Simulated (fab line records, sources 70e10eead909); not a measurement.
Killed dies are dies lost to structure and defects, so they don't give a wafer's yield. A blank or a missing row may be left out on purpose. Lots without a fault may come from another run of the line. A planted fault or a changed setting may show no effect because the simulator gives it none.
fab line records | flow nand_harc
record lots=6 wafers=18 last_day=33
route steps=1302 shown A_STAIRCASE@694 END@1302
lots that met no fault: from a run of the same line without faults
start_h: hours from the record's first day to the start of the lot's first wafer shown | wait_h: hours since the lot's step before | " the same as in the row above | L1.1+2: a row that stands for several wafers | - no value, or no start given | * or withheld: withheld | < > ~ a bound
route shown NAME@n: a module of which the file shows steps, and the number in the route of the first | usual: mean/standard deviation of fault-free wafers | same: alike in all rows | chamber/n: place in a boat | sites: the reading at each site | _std_site: their standard deviation | _edge_site: outer sites' mean less inner sites' | radius_mm: how far each site lies from the wafer's centre | mask NAME#n: copy n | behind: the tool/chamber that last shaped the wafer | hold: why the lot was held/for how many hours/how that ended | device: the transistor (n, p or np) that didn't switch | end of line: the same wafers' tests at the end of the route | a step without rows: its recipe alone | killed: dies lost to structure and defects at the first sort, not the wafer's yield | map: a wafer's dies, x killed, . not, _ none there
set.NAME: the setting as run; set.NAME@STEP: as run at that earlier step | model.NAME: the simulator's own value behind a step, which no gauge read
lots at some steps of the route; a table a step, a row a wafer
services: from which hour (start_h, from the record's first day; less than 0 if before it) a tool's chamber was out of use, for how many hours, and why
## steps
# step NHARC_A_STAIRCASE_EBR_180
# step NHARC_A_STAIRCASE_EXPOSE_181
# recipe na=0.5 dose_mj=27.87 mask_id=STAIR_2
# step NHARC_A_STAIRCASE_PEB_182
# recipe peb_temp_c=115 peb_time_s=130
# step NHARC_A_STAIRCASE_DEVELOP_183
# recipe time_s=140
# step NHARC_A_STAIRCASE_HARDBAKE_185
# recipe temp_c=120 time_s=140
# step NHARC_A_STAIRCASE_DESCUM_186
# recipe time_s=3 o2_flow_sccm=200 ar_flow_sccm=0 bias_power_w=0 chemistry=O2
# usual drypump_motor_current_A=6.0/0.34 oes_product_au=1.000/0.0077 rf_vpp_V=57.7/0.81 showerhead_plenum_p_Torr=1.92/0.083 throttle_valve_pct=11.310/0.0097
# columns lot.wafer tool chamber start_h wait_h drypump_motor_current_A oes_product_au rf_hours_counter_h rf_vpp_V showerhead_plenum_p_Torr throttle_valve_pct
L119.2 rie_diel-03 1 410.94 - 5.6 0.992 41 58.1 1.98 11.322
L119.5 " 2 " " 6.5 0.995 - 56.1 1.83 11.297
L119.6 " 3 " " 6.2 1.007 - 58.2 2.04 11.303
L120.4 rie_diel-03 2 415.51 - 6.4 0.997 42 57.2 1.83 11.310
L120.2 " 3 " " 6.2 0.998 41 58.5 2.04 11.312
L120.6 " 1 " " 5.6 0.994 - 58.1 1.98 11.314
L131.1 rie_diel-03 1 517.43 - 5.6 1.005 21 56.6 1.97 11.324
L131.4 " 2 " " 6.4 1.014 17 57.7 1.82 11.303
L131.3 " 0 " " 5.7 1.004 23 57.1 1.85 11.328
L130.3 rie_diel-08 2 517.65 - 6.2 1.008 52 56.6 1.93 11.310
L130.4 " 3 " " 6.0 0.997 51 57.7 2.02 11.304
L130.1 " 1 " " 5.7 1.002 47 56.7 1.85 11.315
L134.4 rie_diel-03 2 563.27 - 6.5 1.004 30 57.9 1.82 11.314
L134.2 " 3 " " 6.2 1.009 33 58.7 2.03 11.314
L134.6 " 2 " " 6.5 1.013 - 58.5 1.82 11.303
L136.3 rie_diel-03 1 577.05 - 5.6 1.007 38 58.1 1.96 11.318
L136.6 " 1 " " 5.6 0.993 - 58.9 1.96 11.329
L136.5 " 2 " " 6.4 1.000 - 58.5 1.82 11.318
# step NHARC_A_STAIRCASE_TRIM_187
# recipe time_s=211.2 o2_flow_sccm=500 ar_flow_sccm=0 bias_w=0 chemistry=O2
# step NHARC_A_STAIRCASE_ETCH_188
# recipe target_depth_a=1000 time_s=40.5 ion_energy_ev=400 c4f8_flow_sccm=20 o2_flow_sccm=10 ar_flow_sccm=withheld rf_w=600 bias_w=1000 chemistry=C4F8/O2
# usual oes_product_au=0.940/0.012 rf_fwd_power_W=592.7/2.4 rf_vpp_V=896/5.1
# columns lot.wafer tool chamber start_h wait_h oes_product_au rf_fwd_power_W rf_hours_counter_h rf_vpp_V
L119.2 rie_diel-03 3 - - 0.926 589.6 38 904
L119.6 " 3 " " 0.918 591.1 - 904
L119.5 " 0 " " 0.921 592.5 - 893
L120.4 rie_diel-03 1 - - 0.945 595.4 43 900
L120.2 " 3 " " 0.940 592.8 41 904
L120.6 " 0 " " 0.940 591.2 - 894
L131.3 rie_diel-03 2 - - 0.923 591.9 17 890
L131.4 " 3 " " 0.935 592.3 16 903
L131.1 " 1 " " 0.930 594.5 21 899
L130.3 rie_diel-08 0 - - 0.931 592.5 45 893
L130.4 " 2 " " 0.949 595.7 53 898
L130.1 " 3 " " 0.947 592.9 51 903
L134.2 rie_diel-03 0 - - 0.946 589.1 40 892
L134.4 " 3 " " 0.933 592.1 33 903
L134.6 " 0 " " 0.949 589.8 - 891
L136.3 rie_diel-03 3 - - 0.938 593.0 39 903
L136.6 " 1 " " 0.940 594.8 - 897
L136.5 " 2 " " 0.932 588.2 - 891
# step NHARC_A_STAIRCASE_TRIM_189
# recipe time_s=211.2 o2_flow_sccm=500 ar_flow_sccm=0 bias_w=0 chemistry=O2
# usual drypump_motor_current_A=6.0/0.35 oes_product_au=1.000/0.0068 rf_vpp_V=57.8/0.8 showerhead_plenum_p_Torr=3.53/0.14 throttle_valve_pct=17.036/0.0099
# columns lot.wafer tool chamber start_h wait_h drypump_motor_current_A oes_product_au rf_hours_counter_h rf_vpp_V showerhead_plenum_p_Torr throttle_valve_pct
L119.2 rie_diel-03 3 - - 6.2 1.006 40 58.1 3.75 17.055
L119.6 " 3 " " 6.2 0.994 - 57.9 3.75 17.036
L119.5 " 0 " " 5.7 0.990 - 59.1 3.44 17.038
L120.2 rie_diel-03 1 - - 5.6 0.986 43 58.4 3.65 17.034
L120.4 " 2 " " 6.5 0.987 43 57.4 3.39 17.031
L120.6 " 1 " " 5.6 1.002 - 58.0 3.65 17.019
L131.4 rie_diel-03 1 - - 5.6 1.002 21 55.1 3.63 17.039
L131.1 " 3 " " 6.2 1.002 16 59.8 3.73 17.052
L131.3 " 0 " " 5.7 0.996 23 58.3 3.42 17.042
L130.4 rie_diel-08 3 - - 6.0 1.001 51 57.3 3.71 17.028
L130.3 " 0 " " 6.4 0.996 45 56.5 3.44 17.048
L130.1 " 1 " " 5.7 0.993 47 58.7 3.42 17.038
L134.2 rie_diel-03 2 - - 6.5 1.002 30 58.2 3.37 17.044
L134.4 " 0 " " 5.7 1.001 40 56.5 3.41 17.045
L134.6 " 2 " " 6.5 1.006 - 57.4 3.37 17.035
L136.3 rie_diel-03 0 - - 5.7 0.996 46 57.4 3.41 17.038
L136.5 " 0 " " 5.7 1.001 - 57.6 3.41 17.030
L136.6 " 1 " " 5.6 1.001 - 57.7 3.62 17.030
# step NHARC_A_STAIRCASE_ETCH_190
# recipe target_depth_a=1000 time_s=40.5 ion_energy_ev=400 c4f8_flow_sccm=20 o2_flow_sccm=10 ar_flow_sccm=withheld rf_w=600 bias_w=1000 chemistry=C4F8/O2
# usual oes_product_au=0.943/0.011 rf_fwd_power_W=593.0/2.4 rf_vpp_V=896/5.1
# columns lot.wafer tool chamber start_h wait_h oes_product_au rf_fwd_power_W rf_hours_counter_h rf_vpp_V
L119.2 rie_diel-03 2 - - 0.951 588.3 42 890
L119.6 " 3 " " 0.937 587.8 - 904
L119.5 " 0 " " 0.937 591.5 - 892
L120.2 rie_diel-03 2 - - 0.960 589.2 43 891
L120.4 " 3 " " 0.939 590.1 41 904
L120.6 " 3 " " 0.947 591.3 - 903
L131.1 rie_diel-03 1 - - 0.934 597.3 21 899
L131.3 " 2 " " 0.940 588.2 18 890
L131.4 " 3 " " 0.951 590.8 16 904
L130.1 rie_diel-08 0 - - 0.947 591.8 45 892
L130.3 " 2 " " 0.943 597.3 53 898
L130.4 " 3 " " 0.937 592.7 51 901
L134.2 rie_diel-03 3 - - 0.961 586.8 33 902
L134.4 " 0 " " 0.967 591.9 40 893
L134.6 " 3 " " 0.950 587.7 - 901
L136.3 rie_diel-03 2 - - 0.944 589.1 35 889
L136.6 " 3 " " 0.938 590.0 - 903
L136.5 " 0 " " 0.934 592.0 - 891
# step NHARC_A_STAIRCASE_TRIM_191
# recipe time_s=211.2 o2_flow_sccm=500 ar_flow_sccm=0 bias_w=0 chemistry=O2
# usual drypump_motor_current_A=6.0/0.34 oes_product_au=0.999/0.0079 rf_vpp_V=57.8/0.89 showerhead_plenum_p_Torr=3.54/0.14 throttle_valve_pct=17.036/0.0092
# columns lot.wafer tool chamber start_h wait_h drypump_motor_current_A oes_product_au rf_hours_counter_h rf_vpp_V showerhead_plenum_p_Torr throttle_valve_pct
L119.2 rie_diel-03 2 - - 6.5 1.002 42 57.3 3.39 17.036
L119.6 " 1 " " 5.6 0.996 - 58.9 3.65 17.036
L119.5 " 2 " " 6.5 1.011 - 58.4 3.39 17.052
L120.2 rie_diel-03 1 - - 5.6 1.005 43 59.5 3.65 17.036
L120.4 " 2 " " 6.4 1.004 43 58.5 3.39 17.038
L120.6 " 0 " " 5.7 0.987 - 57.3 3.44 17.024
L131.3 rie_diel-03 2 - - 6.5 1.007 18 58.6 3.37 17.047
L131.1 " 3 " " 6.2 1.021 16 58.8 3.73 17.049
L131.4 " 1 " " 5.6 1.010 21 57.7 3.63 17.038
L130.1 rie_diel-08 1 - - 5.7 0.993 47 58.8 3.42 17.041
L130.3 " 2 " " 6.2 1.015 53 57.9 3.55 17.038
L130.4 " 3 " " 6.0 1.009 51 58.9 3.71 17.053
L134.4 rie_diel-03 0 - - 5.7 1.001 40 57.3 3.41 17.037
L134.2 " 2 " " 6.5 1.002 30 57.2 3.37 17.026
L134.6 " 3 " " 6.2 1.005 - 58.6 3.72 17.033
L136.3 rie_diel-03 2 - - 6.5 1.002 35 58.6 3.36 17.034
L136.5 " 1 " " 5.6 0.993 - 57.6 3.62 17.044
L136.6 " 2 " " 6.4 0.996 - 56.8 3.36 17.039
# step NHARC_A_STAIRCASE_ETCH_192
# recipe target_depth_a=1000 time_s=40.5 ion_energy_ev=400 c4f8_flow_sccm=20 o2_flow_sccm=10 ar_flow_sccm=withheld rf_w=600 bias_w=1000 chemistry=C4F8/O2
# usual oes_product_au=0.942/0.0092 rf_fwd_power_W=592.6/2.5 rf_vpp_V=896/5.2
# columns lot.wafer tool chamber start_h wait_h oes_product_au rf_fwd_power_W rf_hours_counter_h rf_vpp_V
L119.2 rie_diel-03 0 412.94 - 0.855 496.4 34 894
L119.5 " 2 " " 0.861 493.8 - 891
L119.6 " 3 " " 0.846 497.9 - 905
L120.2 rie_diel-03 0 416.20 - 0.837 494.4 35 894
L120.4 " 1 " " 0.847 500.6 43 901
L120.6 " 0 " " 0.840 494.6 - 894
L131.1 rie_diel-03 3 518.13 - 0.945 593.3 16 902
L131.4 " 0 " " 0.943 591.5 23 893
L131.3 " 2 " " 0.944 589.2 18 892
L130.3 rie_diel-08 1 518.36 - 0.939 589.7 47 892
L130.1 " 2 " " 0.942 595.2 53 896
L130.4 " 3 " " 0.946 591.8 51 902
L134.2 rie_diel-03 0 563.98 - 0.945 590.4 40 890
L134.4 " 1 " " 0.930 598.6 33 898
L134.6 " 2 " " 0.947 592.4 - 891
L136.3 rie_diel-03 3 577.83 - 0.958 591.0 39 903
L136.6 " 3 " " 0.942 589.7 - 902
L136.5 " 0 " " 0.941 591.8 - 891
# step NHARC_A_STAIRCASE_TRIM_193
# recipe time_s=211.2 o2_flow_sccm=500 ar_flow_sccm=0 bias_w=0 chemistry=O2
# step NHARC_END_SORT_01
# recipe temp_c=25
# usual killed_at_array=59/19 killed_at_other=0.6/0.85 killed_at_periphery=3.8/2.5 killed_dies=64/19 killed_open=3.3/1.8 killed_short=2.2/1.6
# same gross_dies=677
# columns lot.wafer tool chamber start_h wait_h killed_at_array killed_at_other killed_at_periphery killed_dies killed_open killed_short
L120.2 prober-02 0 606.70 2.8 49 0 1 50 2 0
L120.4 prober-02 0 608.30 3.4 42 0 5 47 1 1
L120.6 prober-02 0 609.89 4.0 67 0 2 69 5 2
L119.2 prober-01 0 617.81 2.8 67 0 2 69 4 0
L119.5 prober-01 0 620.19 3.7 77 1 8 86 5 2
L119.6 prober-01 0 620.99 4.0 62 0 4 66 2 3
L130.1 prober-02 0 736.17 2.5 55 0 2 57 5 0
L130.3 prober-02 0 737.79 3.1 61 0 5 66 0 2
L130.4 prober-02 0 738.59 3.4 53 0 5 58 4 3
L136.3 prober-02 0 774.35 3.1 54 3 3 60 2 2
L136.5 prober-02 0 775.93 3.7 47 3 4 54 2 2
L136.6 prober-02 0 776.72 4.0 62 1 11 74 5 6
# killed by level:class
L120.2 A_CHANNEL_HOLE_D1:chamber_film_flake=26 A_CHANNEL_HOLE_D2:chamber_film_flake=9 A_CONTACT:chamber_film_flake=4 A_SLIT:chamber_film_flake=3 A_M0:chamber_film_flake=3 A_STAIRCASE:chamber_film_flake=2 A_CHANNEL_FILL_D1:geometric_particle:open=1 A_DECK1_JOINT:geometric_particle:open=1
L120.4 A_CHANNEL_HOLE_D1:chamber_film_flake=22 A_CHANNEL_HOLE_D2:chamber_film_flake=11 A_CONTACT:chamber_film_flake=3 P_BONDPAD:chamber_film_flake=2 A_SLIT:chamber_film_flake=2 A_CHANNEL_FILL_D2:geometric_particle:open=1 A_CHANNEL_FILL_D2:geometric_particle:short=1 P_ZERO_WELL:chamber_film_flake=1
L120.6 A_CHANNEL_HOLE_D1:chamber_film_flake=36 A_CHANNEL_HOLE_D2:chamber_film_flake=15 A_CONTACT:chamber_film_flake=4 A_M0:chamber_film_flake=4 A_ONON_D1:geometric_particle:open=2 A_BLC:geometric_particle:open=2 A_SLIT:chamber_film_flake=2 P_M2:geometric_particle:short=1
L119.2 A_CHANNEL_HOLE_D2:chamber_film_flake=28 A_SLIT:chamber_film_flake=25 A_CHANNEL_HOLE_D1:chamber_film_flake=4 A_CONTACT:chamber_film_flake=3 A_CHANNEL_HOLE_D2:geometric_particle:open=2 P_GATE:chamber_film_flake=2 A_SGD_CUT:chamber_film_flake=2 A_DECK1_JOINT:geometric_particle:open=1
L119.5 A_CHANNEL_HOLE_D2:chamber_film_flake=31 A_SLIT:chamber_film_flake=28 A_CONTACT:chamber_film_flake=8 P_GATE:chamber_film_flake=5 A_CHANNEL_HOLE_D1:chamber_film_flake=3 A_SGD_CUT:chamber_film_flake=2 P_GATE:geometric_particle:open=1 P_CONTACT:geometric_particle:open=1
L119.6 A_CHANNEL_HOLE_D2:chamber_film_flake=26 A_SLIT:chamber_film_flake=24 A_CONTACT:chamber_film_flake=4 P_GATE:chamber_film_flake=3 A_CHANNEL_FILL_D2:geometric_particle:short=2 A_STAIRCASE:chamber_film_flake=2 P_M0:geometric_particle:short=1 A_CHANNEL_FILL_D1:geometric_particle:open=1
L130.1 A_SLIT:chamber_film_flake=27 A_CHANNEL_HOLE_D1:chamber_film_flake=11 A_CONTACT:chamber_film_flake=5 A_ZERO_WELL:chamber_film_flake=2 A_CHANNEL_FILL_D2:chamber_film_flake=2 A_STAIRCASE:chamber_film_flake=2 P_M0:geometric_particle:open=1 A_DECK1_JOINT:geometric_particle:open=1
L130.3 A_SLIT:chamber_film_flake=35 A_CHANNEL_HOLE_D1:chamber_film_flake=12 A_CONTACT:chamber_film_flake=7 P_GATE:chamber_film_flake=3 P_ZERO_WELL:chamber_film_flake=2 A_STAIRCASE:chamber_film_flake=2 A_WL_FILL:chamber_film_flake=2 A_CHANNEL_HOLE_D1:geometric_particle:short=1
L130.4 A_SLIT:chamber_film_flake=32 A_CHANNEL_HOLE_D1:chamber_film_flake=7 A_CONTACT:chamber_film_flake=4 P_STI:chamber_film_flake=2 P_GATE:chamber_film_flake=2 A_STAIRCASE:chamber_film_flake=2 P_GATE:geometric_particle:open=1 A_ONON_D1:geometric_particle:short=1
L136.3 A_SLIT:chamber_film_flake=35 A_CHANNEL_HOLE_D1:chamber_film_flake=13 THIN_TSV:chamber_film_flake=3 P_GATE:chamber_film_flake=2 P_STI:geometric_particle:open=1 A_CHANNEL_FILL_D2:geometric_particle:open=1 A_CHANNEL_FILL_D2:geometric_particle:short=1 A_WL_FILL:geometric_particle:short=1
L136.5 A_SLIT:chamber_film_flake=28 A_CHANNEL_HOLE_D1:chamber_film_flake=9 A_CONTACT:chamber_film_flake=3 THIN_TSV:chamber_film_flake=3 P_GATE:chamber_film_flake=2 A_STAIRCASE:chamber_film_flake=2 P_CONTACT:geometric_particle:open=1 A_ONON_D1:geometric_particle:open=1
L136.6 A_SLIT:chamber_film_flake=35 A_CHANNEL_HOLE_D1:chamber_film_flake=14 P_STI:chamber_film_flake=4 P_GATE:chamber_film_flake=4 A_CHANNEL_FILL_D2:geometric_particle:open=3 A_ONON_D1:geometric_particle:short=2 A_WL_FILL:geometric_particle:short=2 A_STAIRCASE:chamber_film_flake=2
## services
# columns tool chamber start_h hours kind
rie_diel-03 3 389.08 1.6 repair
rie_diel-03 0 389.17 - clean
rie_diel-03 1 389.17 - clean
rie_diel-03 2 389.17 - clean
rie_diel-08 0 396.13 5.1 repair
rie_diel-03 0 413.76 - clean
rie_diel-03 1 413.76 - clean
rie_diel-03 2 413.76 - clean
rie_diel-03 3 413.76 - clean
rie_diel-03 0 438.31 - clean
rie_diel-03 1 438.31 - clean
rie_diel-03 2 438.31 - clean
rie_diel-03 3 438.31 - clean
rie_diel-03 1 453.94 20.0 repair
rie_diel-03 - 459.06 9.0 pm
rie_diel-03 0 459.06 9.0 vent_cycle
rie_diel-03 2 459.06 9.0 vent_cycle
rie_diel-03 3 459.06 9.0 vent_cycle
rie_diel-03 0 468.06 - clean
rie_diel-03 2 468.06 - clean
rie_diel-03 2 468.06 - consumable_replace:focus_ring
rie_diel-03 3 490.72 4.6 repair
rie_diel-03 - 503.76 0.7 repair
rie_diel-08 - 545.69 9.0 pm
## key
first_sign step=NHARC_A_STAIRCASE_ETCH_192 reading=rf_fwd_power_W direction=down sigmas=38 usual=* struck=*
effect step=NHARC_A_STAIRCASE_ETCH_192 reading=oes_product_au direction=down sigmas=10 usual=0.942 struck=0.848
met_at NHARC_A_STAIRCASE_ETCH_192
struck_wafers L119.2,L119.5,L119.6,L120.2,L120.4,L120.6
tester_left_out L119,L120
fault kind=process_parameter_drift tool=rie_diel-03 chamber=- onset_h=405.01 steps=NHARC_A_STAIRCASE_ETCH_192 channel=rf_w offset=* shape=step end_h=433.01 acts_in=* stated=*
# tester_left_out: of these lots the tester's yield and bins aren't shown, on N5 and GAA mostly nor the transistor test; their killed dies are dies lost to structure and defects alone, not to doping, threshold or leakage, so they don't give the yield
